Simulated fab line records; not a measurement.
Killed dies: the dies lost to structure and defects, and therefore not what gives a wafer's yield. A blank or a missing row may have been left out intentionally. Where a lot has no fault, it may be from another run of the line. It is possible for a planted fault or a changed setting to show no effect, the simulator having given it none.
A struck lot beside a sound one + flow nand_harc + 14 out of 1302 route steps
Sound: wafers L770.1, L770.3, L770.6. Wafers L764.1, L764.4, L764.5 were the ones struck. The cause is given at the end.
Each step with rows lists, per side, the tool, then ch with its chambers, then its first start. Under that, the readings that differ: sound wafers + struck wafers + difference of the means + sigmas: that difference in standard deviations of wafers without a fault.
alike: same words and numbers on both sides, and readings whose means sit less than 2 such deviations apart. not compared: any withheld reading, any reading some wafer has no value for, any bound like >300 that may hide the same value, and any number with overlapping values for which the record gives no deviation.
Wherever a step has rows on one side only, a row that says differs or no value, or a row with sigmas, the two part there. Numbers that have no deviation but don't overlap get no sigmas and don't part them. A reading that every wafer of one side lacks parts them only if that side has two wafers or more.

first, 8 steps without rows for these wafers: NHARC_P_M2_HMDS_02 (time 30 s); NHARC_P_M2_COAT_34 (time 65 s); NHARC_P_M2_COAT_03 (resist thk 90 nm); NHARC_P_M2_SOFTBAKE_04 (time 55 s); NHARC_P_M2_EBR_05; NHARC_P_M2_EXPOSE_06 (exposes mask P M2, target cd 170 nm); NHARC_P_M2_PEB_07 (peb time 65 s); NHARC_P_M2_DEVELOP_08 (develop time 35 s).
NHARC_P_M2_CD_MEAS_09: the cd target is 170 nm.
  sound on cd_sem-02 ch 0, day 11 18:00; struck on cd_sem-03 ch 0, day 9 12:21
  alike: cd_nm
NHARC_P_M2_OVL_MEAS_10: pitch 340 nm.
  sound on overlay-01, day 11 18:05; struck on overlay-01, day 9 12:26
| reading           | sound       | struck         | difference | sigmas |
|-------------------|-------------|----------------|------------|--------|
| overlay_y_nm (nm) | 1.3 1.2 1.4 | -1.5 -0.7 -0.7 | -2.3       | -3     |
  alike: overlay_x_nm
NHARC_P_M2_INSPECT_11:
  sound on defect_inspect-01, day 11 18:07; struck on defect_inspect-02, day 9 12:28
  alike: raw_defect_count
NHARC_P_M2_DESCUM_14: chemistry O2, time 3 s.
  sound on rie_diel-07 ch 0,2, day 11 18:11; struck on rie_diel-03 ch 1,3, day 9 12:32
  alike: drypump_motor_current_A, oes_product_au, rf_vpp_V, showerhead_plenum_p_Torr, throttle_valve_pct
  not compared: rf_hours_counter_h
NHARC_P_M2_ETCH_35: etches the open film in N2/H2, target depth 40 nm, overetch 12 nm, time 43.94 s.
  sound on rie_diel-07 ch 0,3, day 11 18:16; struck on rie_diel-03 ch 2,3, day 9 12:37
  no value came back on the struck wafers for any of 8 readings (bias_w (W), chamber_pressure_mTorr (mTorr) and others); on the sound wafers bias_w (W) reads 149.9 150.8 150.5
  not compared: rf_hours_counter_h
NHARC_P_M2_ETCH_15: etches the open film in C4F8/Ar, target depth 182.5 nm, time 91.2 s.
  sound on rie_diel-07 ch 1,2; struck on rie_diel-03 ch 1,3, day 9 12:43
  alike: bias_w, chamber_pressure_mTorr, oes_product_au, rf_vpp_V
  not compared: rf_hours_counter_h

WHERE THEY PART
Earliest at NHARC_P_M2_OVL_MEAS_10; latest, in this record, at NHARC_P_M2_ETCH_35. Later steps at which nothing parts them and some readings are alike: NHARC_P_M2_ETCH_15.

WHY: whatever the simulator had introduced
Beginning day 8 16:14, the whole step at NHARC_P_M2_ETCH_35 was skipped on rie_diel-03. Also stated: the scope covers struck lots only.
